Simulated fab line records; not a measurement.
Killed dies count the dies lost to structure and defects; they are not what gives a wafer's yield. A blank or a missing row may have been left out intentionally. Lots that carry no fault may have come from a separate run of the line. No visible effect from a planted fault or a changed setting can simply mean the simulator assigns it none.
Which of the tools did it? / flow nand harc / 7 lots, 20 wafers sampled, at 4 steps of a route of 1159

== WHAT EACH GAUGE READ, for each wafer ==
NHARC_A_ONON_D1_THK_MEAS_30: measures by ellipsometry.
lot=L183; measured=day 8 23:27; on=film metro-02; thk nm (nm)=992 991 991
lot=L185; measured=day 9 10:17; on=film metro-02; thk nm (nm)=986 989 989
lot=L187; measured=day 9 20:15; on=film metro-01; thk nm (nm)=1001 1002 1002
lot=L190; measured=day 10 20:14; on=film metro-02; thk nm (nm)=997 998 994
lot=L192; measured=day 11 04:16; on=film metro-01; thk nm (nm)=998 999 997
lot=L194; measured=day 12 00:22; on=film metro-01; thk nm (nm)=485 486
lot=L201; measured=day 13 09:32; on=film metro-01; thk nm (nm)=988 987 989

== TOOL THAT RAN EACH LOT (tool first, then ch and the chambers of the sampled wafers, then the start) ==
lot=L183; NHARC_P_BONDPAD_DEGAS_25=pvd sputter-03, day 7 09:42; NHARC_A_ZERO_WELL_RTA_16=rtp anneal-01 ch 0, day 7 13:58; NHARC_A_ONON_D1_DEP_28=pecvd onon-01 ch 0, day 8 23:00
lot=L185; NHARC_P_BONDPAD_DEGAS_25=pvd sputter-02, day 7 20:28; NHARC_A_ZERO_WELL_RTA_16=rtp anneal-01 ch 0, day 8 00:49; NHARC_A_ONON_D1_DEP_28=pecvd onon-03 ch 0, day 9 09:57
lot=L187; NHARC_P_BONDPAD_DEGAS_25=pvd sputter-01, day 8 07:07; NHARC_A_ZERO_WELL_RTA_16=rtp anneal-01 ch 0, day 8 11:17; NHARC_A_ONON_D1_DEP_28=pecvd onon-03 ch 0, day 9 19:44
lot=L190; NHARC_P_BONDPAD_DEGAS_25=pvd sputter-01, day 9 03:11; NHARC_A_ZERO_WELL_RTA_16=rtp anneal-01 ch 0, day 9 07:32; NHARC_A_ONON_D1_DEP_28=pecvd onon-01 ch 0, day 10 19:44
lot=L192; NHARC_P_BONDPAD_DEGAS_25=pvd sputter-03, day 9 15:48; NHARC_A_ZERO_WELL_RTA_16=rtp anneal-02 ch 0, day 9 20:21; NHARC_A_ONON_D1_DEP_28=pecvd onon-03 ch 0, day 11 03:44
lot=L194; NHARC_P_BONDPAD_DEGAS_25=pvd sputter-02, day 10 10:18; NHARC_A_ZERO_WELL_RTA_16=rtp anneal-01 ch 0, day 10 14:24; NHARC_A_ONON_D1_DEP_28=pecvd onon-01 ch 0, day 11 23:51
lot=L201; NHARC_P_BONDPAD_DEGAS_25=pvd sputter-01, day 11 20:57; NHARC_A_ZERO_WELL_RTA_16=rtp anneal-02 ch 0, day 12 01:19; NHARC_A_ONON_D1_DEP_28=pecvd onon-03 ch 0, day 13 09:04
- NHARC_P_BONDPAD_DEGAS_25: time 60 s.
- NHARC_A_ZERO_WELL_RTA_16: time 10 s.
- NHARC_A_ONON_D1_DEP_28: target thk 1000 nm.

== THE ANSWER, worked out from the rows above alone ==
Rule: what is usual is taken from the lots themselves. Put in order of their means at a reading, lots are off if they are a third of the lots or fewer, leave a main group of 4 or more, and stand apart from it by a gap of 3 or more times the standard deviation of the main group's means; of several such gaps the widest counts. A main group is skipped when, at the precision printed for the reading in the tables above, its means are all equal. Also off: a lot with no number at a reading for which 4 or more lots have one. Any other lot the step has rows for is counted as sound.
Off: L194 (NHARC_A_ONON_D1_THK_MEAS_30, thk nm). The main group: mean 994 nm, standard deviation 5.2.
If a tool, at a process step before that reading, ran all the lots that are off and no sound lot after the first of them, it fits. Those tools and the gauges at NHARC_A_ONON_D1_THK_MEAS_30 are tried in the same way. Can't be told from this: 3 tools fit, pvd sputter-02 at NHARC_P_BONDPAD_DEGAS_25, rtp anneal-01 at NHARC_A_ZERO_WELL_RTA_16, pecvd onon-01 at NHARC_A_ONON_D1_DEP_28.

== WHAT THE SIMULATOR PUT IN ==
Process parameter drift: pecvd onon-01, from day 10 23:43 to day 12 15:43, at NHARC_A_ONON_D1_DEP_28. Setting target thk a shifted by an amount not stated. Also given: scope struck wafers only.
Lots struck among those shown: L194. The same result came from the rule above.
